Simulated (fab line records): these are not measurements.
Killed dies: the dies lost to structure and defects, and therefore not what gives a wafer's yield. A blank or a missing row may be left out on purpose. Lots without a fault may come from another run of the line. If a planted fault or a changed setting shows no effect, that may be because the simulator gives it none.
Check of tool commonality || flow n5-finfet || 9 lots, 27 wafers sampled

## THE REASON FOR OPENING IT
Of 9 lots, 2 have the reading PWELL_OVL flagged at N5_WELL_APT_OVL_MEAS_26. Fault-free wafers read 0 nm, with a standard deviation of 6.2.
Rule: a lot is flagged in two cases, either no wafer of it has a number, or all its wafers with numbers fall more than 4 standard deviations from that mean. The rest of the lots are taken to be sound.

{"lot": "L836", "measured": "day 1 14:58", "on": "overlay-01", "PWELL_OVL (nm), wafer by wafer": "-10 -10 -10", "flag": ""}
{"lot": "L839", "measured": "day 2 08:50", "on": "overlay-01", "PWELL_OVL (nm), wafer by wafer": "-5 6 -8", "flag": ""}
{"lot": "L844", "measured": "day 3 14:59", "on": "overlay-01", "PWELL_OVL (nm), wafer by wafer": "1 -2 9", "flag": ""}
{"lot": "L846", "measured": "day 4 02:58", "on": "overlay-02", "PWELL_OVL (nm), wafer by wafer": "40 42 34", "flag": "FLAGGED"}
{"lot": "L847", "measured": "day 4 08:52", "on": "overlay-02", "PWELL_OVL (nm), wafer by wafer": "32 38 44", "flag": "FLAGGED"}
{"lot": "L849", "measured": "day 4 21:07", "on": "overlay-02", "PWELL_OVL (nm), wafer by wafer": "-6 1 3", "flag": ""}
{"lot": "L852", "measured": "day 5 15:15", "on": "overlay-01", "PWELL_OVL (nm), wafer by wafer": "0 -6 -4", "flag": ""}
{"lot": "L855", "measured": "day 6 09:06", "on": "overlay-02", "PWELL_OVL (nm), wafer by wafer": "-11 -15 -10", "flag": ""}
{"lot": "L856", "measured": "day 6 14:56", "on": "overlay-01", "PWELL_OVL (nm), wafer by wafer": "9 2 5", "flag": ""}
On average the flagged lots' numbers are 38 nm, which is +38 nm against the usual, or +6 standard deviations.

## WHICH TOOL RAN EACH LOT
Before the reading, the record contains 2 process steps out of a 1938-step route. Cell contents, in order: the tool; ch with the chambers the sampled wafers went through; the start.
{"lot": "L836", "flag": "", "N5_ZERO_LAYER_DESCUM_16": "rie-diel-05 ch 1,2, day 1 12:49", "N5_WELL_APT_EXPOSE_22": "krf-scanner-02 ch 0, day 1 14:46"}
{"lot": "L839", "flag": "", "N5_ZERO_LAYER_DESCUM_16": "rie-diel-05 ch 0,2,3, day 2 06:41", "N5_WELL_APT_EXPOSE_22": "krf-scanner-02 ch 0, day 2 08:38"}
{"lot": "L844", "flag": "", "N5_ZERO_LAYER_DESCUM_16": "rie-diel-02 ch 0,1,2, day 3 12:55", "N5_WELL_APT_EXPOSE_22": "krf-scanner-01 ch 0, day 3 14:47"}
{"lot": "L846", "flag": "FLAGGED", "N5_ZERO_LAYER_DESCUM_16": "rie-diel-05 ch 1,2,3, day 4 00:47", "N5_WELL_APT_EXPOSE_22": "krf-scanner-02 ch 0, day 4 02:46"}
{"lot": "L847", "flag": "FLAGGED", "N5_ZERO_LAYER_DESCUM_16": "rie-diel-03 ch 0,2, day 4 06:50", "N5_WELL_APT_EXPOSE_22": "krf-scanner-02 ch 0, day 4 08:40"}
{"lot": "L849", "flag": "", "N5_ZERO_LAYER_DESCUM_16": "rie-diel-02 ch 2,3, day 4 18:50", "N5_WELL_APT_EXPOSE_22": "krf-scanner-01 ch 0, day 4 20:55"}
{"lot": "L852", "flag": "", "N5_ZERO_LAYER_DESCUM_16": "rie-diel-03 ch 2,3, day 5 12:53", "N5_WELL_APT_EXPOSE_22": "krf-scanner-01 ch 0, day 5 15:03"}
{"lot": "L855", "flag": "", "N5_ZERO_LAYER_DESCUM_16": "rie-diel-03 ch 0,1, day 6 06:49", "N5_WELL_APT_EXPOSE_22": "krf-scanner-01 ch 0, day 6 08:54"}
{"lot": "L856", "flag": "", "N5_ZERO_LAYER_DESCUM_16": "rie-diel-03 ch 0,3, day 6 12:54", "N5_WELL_APT_EXPOSE_22": "krf-scanner-01 ch 0, day 6 14:44"}
These steps, and what they do:
- N5_ZERO_LAYER_DESCUM_16: chemistry O2, time 7.9 s.
- N5_WELL_APT_EXPOSE_22: exposes mask PWELL, defocus 0 nm, target cd 200 nm.
- N5_WELL_APT_OVL_MEAS_26

## FLAGGED AGAINST TOTAL, ONE TOOL AT A TIME (gauges that did the reading follow at the end)
{"step": "N5_ZERO_LAYER_DESCUM_16", "tool": "rie-diel-02", "lots run": 2, "flagged": 0, "share of the flagged lots": "none", "sound lots run after its first flagged lot": "-"}
{"step": "N5_ZERO_LAYER_DESCUM_16", "tool": "rie-diel-03", "lots run": 4, "flagged": 1, "share of the flagged lots": "some", "sound lots run after its first flagged lot": "3 (L852,L855,L856)"}
{"step": "N5_ZERO_LAYER_DESCUM_16", "tool": "rie-diel-05", "lots run": 3, "flagged": 1, "share of the flagged lots": "some", "sound lots run after its first flagged lot": 0}
{"step": "N5_WELL_APT_EXPOSE_22", "tool": "krf-scanner-01", "lots run": 5, "flagged": 0, "share of the flagged lots": "none", "sound lots run after its first flagged lot": "-"}
{"step": "N5_WELL_APT_EXPOSE_22", "tool": "krf-scanner-02", "lots run": 4, "flagged": 2, "share of the flagged lots": "all", "sound lots run after its first flagged lot": 0}
{"step": "N5_WELL_APT_OVL_MEAS_26", "tool": "overlay-01", "lots run": 5, "flagged": 0, "share of the flagged lots": "none", "sound lots run after its first flagged lot": "-"}
{"step": "N5_WELL_APT_OVL_MEAS_26", "tool": "overlay-02", "lots run": 4, "flagged": 2, "share of the flagged lots": "all", "sound lots run after its first flagged lot": "2 (L849,L855)"}

## WHAT IS ALLOWED BY THE TABLE
In 2 table rows, all flagged lots were run: krf-scanner-02 (N5_WELL_APT_EXPOSE_22), overlay-02 (N5_WELL_APT_OVL_MEAS_26).
- krf-scanner-02 at N5_WELL_APT_EXPOSE_22 ran 4 lots, 2 of them flagged. It ran its last sound lot, L839, at day 2 08:38 and its first flagged lot, L846, at day 4 02:46: a fault with its onset between the two fits.
- overlay-02 at N5_WELL_APT_OVL_MEAS_26 ran 4 lots, 2 of them flagged. Sound lots followed the first flagged one (L849, L855) on it, something a lasting fault affecting the whole tool could not allow.
One tool is left: krf-scanner-02 at N5_WELL_APT_EXPOSE_22.

## WHAT THE SIMULATOR PUT IN
Scanner matching overlay: krf-scanner-02, from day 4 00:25 on, at N5_WELL_APT_EXPOSE_22. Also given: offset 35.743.
Struck lots among those shown: L846, L847. The rule above reached the same finding.
